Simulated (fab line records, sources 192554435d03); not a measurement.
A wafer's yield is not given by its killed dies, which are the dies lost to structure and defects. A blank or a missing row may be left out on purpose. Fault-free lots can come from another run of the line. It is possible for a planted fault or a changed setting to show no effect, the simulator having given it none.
fab line records	flow n5-finfet
record lots=10	wafers=29	last-day=17
route steps=1938 shown BEOL_M1@827 BEOL_M4@1111 PASSIVATION@1936
lots untouched by any fault: they come from a run of this same line in which no faults occurred
start-h: hours from the record's opening day to when the first of the lot's shown wafers began	wait-h: hours since the lot's step before	" repeats the value in the row above	L1.1+2: a single row standing in for several wafers	- value missing, or start not given	* or withheld: withheld	< > ~ a bound
route shown NAME@n: names a module that has steps shown in the file, with the first one's number in the route	usual: mean/standard deviation of fault-free wafers	same: alike in all rows	chamber/n: place in a boat	sites: each site's reading	_std_site: standard deviation across them	_edge_site: mean of outer sites minus mean of inner sites	radius-mm: for every site, how far away it sits from the centre of the wafer	mask NAME#n: copy n	behind: the most recent tool/chamber to have shaped the wafer	hold: cause of the lot's hold/its duration in hours/its outcome	device: names the non-switching transistor (n, p or np)	end of line: the same wafers' tests at the end of the route	a step given without rows: its recipe and nothing more	killed: the dies lost at the first sort to structure and to defects; this is not the yield of the wafer	map: dies across one wafer; x = killed, . = not, _ = none there
set.NAME: the setting as run; set.NAME@STEP: as run at that earlier step	model.NAME: the simulator's own value behind a step, which no gauge read
a sample of lots followed through the steps of the route, with each step as a table and each wafer as a row
services: a tool's chamber out of use, with start hour (start-h, from the record's first day; less than 0 if before it), hours out, and reason
## steps
# step N5_BEOL_M1_ANNEAL_93
# recipe temp-c=400	time-s=240	ambient=vacuum
# usual heater-power-w=811/65
lot.wafer	tool	chamber	start-h	wait-h	heater-power-w
L183.1	pvd-sputter-03	-	133.41	0.0	799
L183.6	"	-	"	"	764
L185.2	pvd-sputter-03	-	139.01	0.0	747
L185.3	"	-	"	"	811
L185.4	"	-	"	"	718
L186.2	pvd-sputter-03	-	146.11	0.0	789
L186.3	"	-	"	"	728
L186.5	"	-	"	"	788
L188.3	pvd-sputter-03	-	159.46	0.0	769
L188.4	"	-	"	"	836
L188.5	"	-	"	"	707
L190.2	pvd-sputter-02	-	173.47	0.0	899
L190.3	"	-	"	"	906
L190.4	"	-	"	"	774
L191.1	pvd-sputter-03	-	177.16	0.0	819
L191.4	"	-	"	"	736
L191.5	"	-	"	"	716
L199.1	pvd-sputter-01	-	227.73	0.0	882
L199.4	"	-	"	"	903
L199.5	"	-	"	"	864
L200.3	pvd-sputter-02	-	228.07	0.0	825
L200.4	"	-	"	"	910
L200.5	"	-	"	"	782
L201.1	pvd-sputter-02	-	233.43	0.0	890
L201.2	"	-	"	"	879
L201.5	"	-	"	"	890
L206.1	pvd-sputter-03	-	269.64	0.0	826
L206.2	"	-	"	"	754
L206.5	"	-	"	"	835
# step N5_BEOL_M1_SPUTTER_94
# recipe material=Cu	target-thk-a=45	temp-c=-20	chamber-pressure-pa=0.07	power-w=withheld	time-s=8.29
# usual throttle-valve-pct=29.8/0.96
lot.wafer	tool	chamber	start-h	wait-h	throttle-valve-pct
L183.1	pvd-sputter-03	-	133.55	0.1	28.9
L183.6	"	-	"	"	28.7
L185.2	pvd-sputter-03	-	139.15	0.1	28.7
L185.3	"	-	"	"	31.4
L185.4	"	-	"	"	29.3
L186.2	pvd-sputter-03	-	146.25	0.1	29.1
L186.3	"	-	"	"	29.2
L186.5	"	-	"	"	29.2
L188.3	pvd-sputter-03	-	159.60	0.1	28.9
L188.4	"	-	"	"	29.2
L188.5	"	-	"	"	29.2
L190.2	pvd-sputter-02	-	173.61	0.1	30.2
L190.3	"	-	"	"	31.2
L190.4	"	-	"	"	29.4
L191.1	pvd-sputter-03	-	177.30	0.1	31.5
L191.4	"	-	"	"	28.9
L191.5	"	-	"	"	29.3
L199.1	pvd-sputter-01	-	227.87	0.1	28.0
L199.4	"	-	"	"	30.2
L199.5	"	-	"	"	29.8
L200.3	pvd-sputter-02	-	228.21	0.1	29.3
L200.4	"	-	"	"	30.3
L200.5	"	-	"	"	29.2
L201.1	pvd-sputter-02	-	233.57	0.1	30.5
L201.2	"	-	"	"	31.1
L201.5	"	-	"	"	30.4
L206.1	pvd-sputter-03	-	269.78	0.1	31.4
L206.2	"	-	"	"	28.7
L206.5	"	-	"	"	31.5
# step N5_BEOL_M1_ECD_50
# recipe material=Cu	target-thk-a=3000
lot.wafer	tool	chamber	start-h	wait-h
L183.1+6	ecd-cu-01	1,0	133.89	0.1
L185.2+3+4	ecd-cu-02	1,1,0	139.49	0.1
L186.2+3+5	ecd-cu-01	0,0,1	146.59	0.1
L188.3+4+5	ecd-cu-01	0,1,0	159.95	0.1
L190.2+3+4	ecd-cu-02	0,1,0	173.94	0.1
L191.1+4+5	ecd-cu-01	1	177.63	0.1
L199.1+4+5	ecd-cu-01	1,1,0	228.20	0.1
L200.3+4+5	ecd-cu-01	0,1,1	228.56	0.1
L201.1+2+5	ecd-cu-01	0,1,1	233.91	0.1
L206.1+2+5	ecd-cu-02	0,1,0	270.12	0.1
# step N5_BEOL_M1_ANNEAL_51
# recipe temp-c=225	time-s=90	ambient=N2
# usual wafer_temp_C_max=226.05/0.3
lot.wafer	tool	chamber	start-h	wait-h	wafer_temp_C_max
L183.1	rtp-anneal-01	0	133.97	0.1	225.51
L183.6	"	0	"	"	225.90
L185.2	rtp-anneal-01	0	139.61	0.1	225.94
L185.3	"	0	"	"	225.99
L185.4	"	0	"	"	226.29
L186.2	rtp-anneal-01	0	146.73	0.1	225.94
L186.3	"	0	"	"	225.92
L186.5	"	0	"	"	225.79
L188.3	rtp-anneal-01	0	160.10	0.1	226.08
L188.4	"	0	"	"	225.67
L188.5	"	0	"	"	226.29
L190.2	rtp-anneal-02	0	174.21	0.2	226.71
L190.3	"	0	"	"	226.24
L190.4	"	0	"	"	226.10
L191.1	rtp-anneal-01	0	177.71	0.1	225.85
L191.4	"	0	"	"	225.60
L191.5	"	0	"	"	226.22
L199.1	rtp-anneal-02	0	228.44	0.2	226.55
L199.4	"	0	"	"	226.05
L199.5	"	0	"	"	225.73
L200.3	rtp-anneal-01	0	228.98	0.4	225.75
L200.4	"	0	"	"	225.51
L200.5	"	0	"	"	225.88
L201.1	rtp-anneal-02	0	234.15	0.2	225.67
L201.2	"	0	"	"	225.61
L201.5	"	0	"	"	225.97
L206.1	rtp-anneal-02	0	270.20	0.1	225.95
L206.2	"	0	"	"	226.15
L206.5	"	0	"	"	225.96
# step N5_BEOL_M1_CMP_52
# recipe stop-on=SiOC	t-overpolish-s=6.8	down-force-psi=1	platen-rpm=50	clearing-platen-down-force-psi=1.5	clearing-platen-rpm=50	post-cmp-clean=cu-alkaline	target-thk-nm=40	clearing-platen-pad-velocity-m-s=0.99484	pad-velocity-m-s=0.99484
# usual motor-current-A=6.2/0.8	pad-life-wafers=674/440	slurry-filter-dp-kPa=13.50/0.13	time-to-endpoint-s=63/3.3
lot.wafer	tool	chamber	start-h	wait-h	motor-current-A	pad-life-wafers	slurry-filter-dp-kPa	time-to-endpoint-s
L183.1	cmp-01	0	134.30	0.3	5.3	235	13.37	59
L183.6	"	0	"	"	5.7	-	13.36	57
L185.4	cmp-04	3	139.87	0.1	6.0	432	13.43	61
L185.2	"	0	"	"	6.1	433	13.64	62
L185.3	"	1	"	"	7.3	434	13.41	60
L186.2	cmp-04	2	147.06	0.3	7.7	506	13.66	65
L186.3	"	3	"	"	5.6	507	13.41	65
L186.5	"	0	"	"	6.2	-	13.56	65
L188.3	cmp-01	1	160.35	0.2	5.3	355	13.55	60
L188.4	"	2	"	"	6.2	356	13.46	64
L188.5	"	1	"	"	5.2	-	13.31	63
L190.3	cmp-01	2	174.46	0.2	6.2	468	13.68	63
L190.2	"	3	"	"	5.9	469	13.51	60
L190.4	"	1	"	"	5.4	471	13.48	59
L191.1	cmp-01	3	178.05	0.3	6.1	481	13.66	60
L191.4	"	0	"	"	5.7	482	13.54	63
L191.5	"	2	"	"	6.0	-	13.49	64
L199.1	cmp-04	3	228.74	0.3	6.0	1116	13.56	68
L199.4	"	0	"	"	6.1	1117	13.57	45
L199.5	"	3	"	"	5.6	-	13.51	68
L200.3	cmp-01	2	229.19	0.2	5.9	948	13.67	60
L200.4	"	0	"	"	5.4	950	13.58	44
L200.5	"	3	"	"	6.5	-	13.50	57
L201.2	cmp-03	3	234.58	0.3	7.7	67	13.39	46
L201.1	"	0	"	"	7.1	68	13.36	65
L201.5	"	2	"	"	4.9	-	13.40	63
L206.2	cmp-01	1	270.57	0.3	5.4	1346	13.42	65
L206.1	"	2	"	"	5.7	1347	13.52	66
L206.5	"	0	"	"	5.5	-	13.63	66
# step N5_BEOL_M4_RC_MEAS_101
# usual DIBL_N=36.2/1.7	DIBL_P=36.6/1.9	IOFF_N=0.16/0.032	IOFF_P=0.21/0.037	ION_N=675/12	ION_P=460/8.1	SS_N=71.4/0.58	SS_P=73.4/0.64	VT_N=249/3.2	VT_P=-252/3.4
lot.wafer	tool	chamber	start-h	wait-h	DIBL_N[mV/V]	DIBL_P[mV/V]	IOFF_N[nA/um]	IOFF_P[nA/um]	ION_N[uA/um]	ION_P[uA/um]	SS_N[mV/dec]	SS_P[mV/dec]	VT_N[mV]	VT_P[mV]
L183.1	prober-02	0	166.74	0.0	39.2	38.4	0.20	0.22	673	452	72.1	73.8	246	-252
L183.6	"	0	"	"	36.3	35.2	0.15	0.18	674	459	70.1	73.3	248	-252
L185.2	prober-01	0	178.44	0.2	38.3	38.3	0.19	0.26	684	460	71.3	74.0	246	-247
L185.3	"	0	"	"	40.0	40.5	0.24	0.31	685	469	72.7	74.1	244	-242
L185.4	"	0	"	"	36.8	37.0	0.18	0.24	685	466	71.6	73.1	247	-246
L186.2	prober-02	0	183.29	0.2	38.1	38.5	0.19	0.23	682	462	72.5	73.5	248	-250
L186.3	"	0	"	"	34.9	35.8	0.14	0.19	657	450	71.9	72.8	253	-253
L186.5	"	0	"	"	36.7	37.3	0.17	0.21	676	462	71.4	73.5	250	-253
L188.3	prober-02	0	194.52	0.3	37.4	38.4	0.18	0.23	679	467	71.6	74.6	249	-246
L188.4	"	0	"	"	34.8	34.5	0.13	0.16	674	461	70.8	73.0	251	-251
L188.5	"	0	"	"	35.5	35.5	0.15	0.18	671	458	70.8	73.6	251	-253
L191.1	prober-01	0	203.10	0.0	39.4	39.6	0.27	0.30	700	471	72.8	74.4	242	-245
L191.4	"	0	"	"	39.1	39.7	0.25	0.30	697	473	71.7	74.9	241	-244
L191.5	"	0	"	"	38.0	38.2	0.23	0.27	697	471	71.8	73.8	242	-250
L190.2	prober-02	0	203.56	0.2	36.8	38.0	0.17	0.21	669	454	72.3	73.7	248	-254
L190.3	"	0	"	"	35.1	37.1	0.14	0.18	669	451	71.1	72.7	251	-251
L190.4	"	0	"	"	36.4	37.7	0.16	0.20	672	450	71.1	73.2	246	-253
L200.3	prober-02	0	264.09	0.3	37.1	37.9	0.17	0.21	678	463	71.4	73.3	248	-251
L200.4	"	0	"	"	35.6	35.9	0.15	0.17	657	450	71.7	73.1	248	-254
L200.5	"	0	"	"	34.8	34.4	0.13	0.16	667	454	71.3	72.4	251	-255
L199.1	prober-01	0	265.51	0.0	35.6	36.4	0.15	0.20	665	455	71.0	73.4	251	-249
L199.4	"	0	"	"	37.8	38.3	0.20	0.23	670	455	72.0	73.8	246	-251
L199.5	"	0	"	"	35.9	36.5	0.15	0.21	678	462	71.7	73.6	251	-252
L201.1	prober-01	0	267.66	0.0	34.6	34.0	0.14	0.15	679	461	70.6	73.0	249	-256
L201.2	"	0	"	"	36.3	37.4	0.16	0.19	667	451	71.6	73.7	250	-254
L201.5	"	0	"	"	36.0	36.6	0.15	0.17	680	455	72.1	73.5	250	-256
L206.1	prober-02	0	296.75	0.0	37.0	35.9	0.16	0.21	680	465	71.2	72.9	249	-253
L206.2	"	0	"	"	35.7	34.2	0.13	0.19	666	460	69.8	72.2	254	-250
L206.5	"	0	"	"	37.2	37.3	0.17	0.23	684	469	71.0	73.9	249	-247
# step N5_PASSIVATION_PROBE_49
# usual defect-limited-yield=91.3/1.5	killed_at_M0_to_M3=35/10	killed_at_M4_up=12/4.6	killed-at-contacts=13/6.6	killed-at-front-end=39/11	killed-at-other=4/3.4	killed-dies=103/17	killed-open=67/13	killed-short=35/8.2	sort_bin_5_function=5.1/0.94	sort_bin_6_memory=3.2/0.7	sort-n-pass=1077/17	sort-yield-pct=91.3/1.5
# same gross-dies=1180	killed-at-back-side=0	sort_bin_4_leakage[%]=0	sort_bin_8_speed[%]=0
lot.wafer	tool	chamber	start-h	wait-h	defect-limited-yield[%]	killed_at_M0_to_M3	killed_at_M4_up	killed-at-contacts	killed-at-front-end	killed-at-other	killed-dies	killed-open	killed-short	sort_bin_5_function[%]	sort_bin_6_memory[%]	sort-n-pass	sort-yield-pct[%]
L190.2	prober-01	-	298.53	0.1	92.1	34	13	9	30	7	93	66	26	5.3	2.5	1087	92.1
L190.3	prober-01	-	298.58	0.1	91.9	34	11	8	37	6	96	67	27	5.4	2.5	1084	91.9
L190.4	prober-01	-	298.63	0.2	91.4	28	12	12	47	2	101	81	19	5.0	3.3	1079	91.4
# killed by level:class
L190.2 BEOL_M1:geometric-particle:open=9 STI_FIN_REVEAL:geometric-particle:open=8 MOL_CONTACT_COAG:geometric-particle:open=8 BEOL_M4:geometric-particle:open=7 BEOL_M0_SAQP:geometric-particle:open=6 BEOL_M2:geometric-particle:open=5 FIN_SAQP:geometric-particle:open=4 DUMMY_GATE:geometric-particle:open=4
L190.3 DUMMY_GATE:geometric-particle:open=13 BEOL_M1:geometric-particle:open=12 MOL_CONTACT_COAG:geometric-particle:open=6 BEOL_M0_SAQP:geometric-particle:open=6 FIN_SAQP:geometric-particle:open=5 BEOL_M2:geometric-particle:open=5 FIN_SAQP:geometric-particle:short=3 GATE_CUT:geometric-particle:short=3
L190.4 STI_FIN_REVEAL:geometric-particle:open=16 FIN_SAQP:geometric-particle:open=15 MOL_CONTACT_COAG:geometric-particle:open=12 BEOL_M1:geometric-particle:open=7 BEOL_M3:geometric-particle:open=7 BEOL_M4:geometric-particle:open=5 BEOL_M0_SAQP:geometric-particle:short=4 BEOL_M2:geometric-particle:open=4
## services
tool	chamber	start-h	hours	kind
cmp-01	-	109.72	4.0	pm
cmp-01	-	113.72	-	consumable-replace:conditioner
cmp-01	-	113.72	-	consumable-replace:pad
cmp-03	-	114.01	6.5	pm
cmp-01	-	130.78	0.4	repair
cmp-01	-	134.49	5.1	pm
pvd-sputter-01	-	157.09	9.9	repair
cmp-01	-	195.44	2.3	repair
cmp-04	-	198.53	0.2	repair
cmp-03	-	200.63	2.1	repair
cmp-03	-	224.29	4.0	pm
cmp-03	-	228.29	-	consumable-replace:conditioner
cmp-03	-	228.29	-	consumable-replace:pad
cmp-04	-	233.49	3.8	repair
cmp-03	-	253.93	3.2	repair
## key
first-sign step=N5_BEOL_M1_CMP_52	reading=time-to-endpoint-s	direction=down	sigmas=5.4	usual=*	struck=*
effect none on later readings
met-at N5_BEOL_M1_ECD_50
struck-lots L199,L200,L201
struck-wafers L199.4,L200.4,L201.2
not-acting-at N5_BEOL_M1_ANNEAL_93,N5_BEOL_M1_SPUTTER_94,N5_BEOL_M1_ANNEAL_51
onset-between 177.63 228.20
fault kind=process-parameter-drift	tool=ecd-cu-01	chamber=-	onset-h=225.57	steps=N5_BEOL_M1_ECD_50	channel=target-thk-a	offset=*	shape=step	end-h=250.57	scope=struck-wafers-only	acts-in=*	stated=*
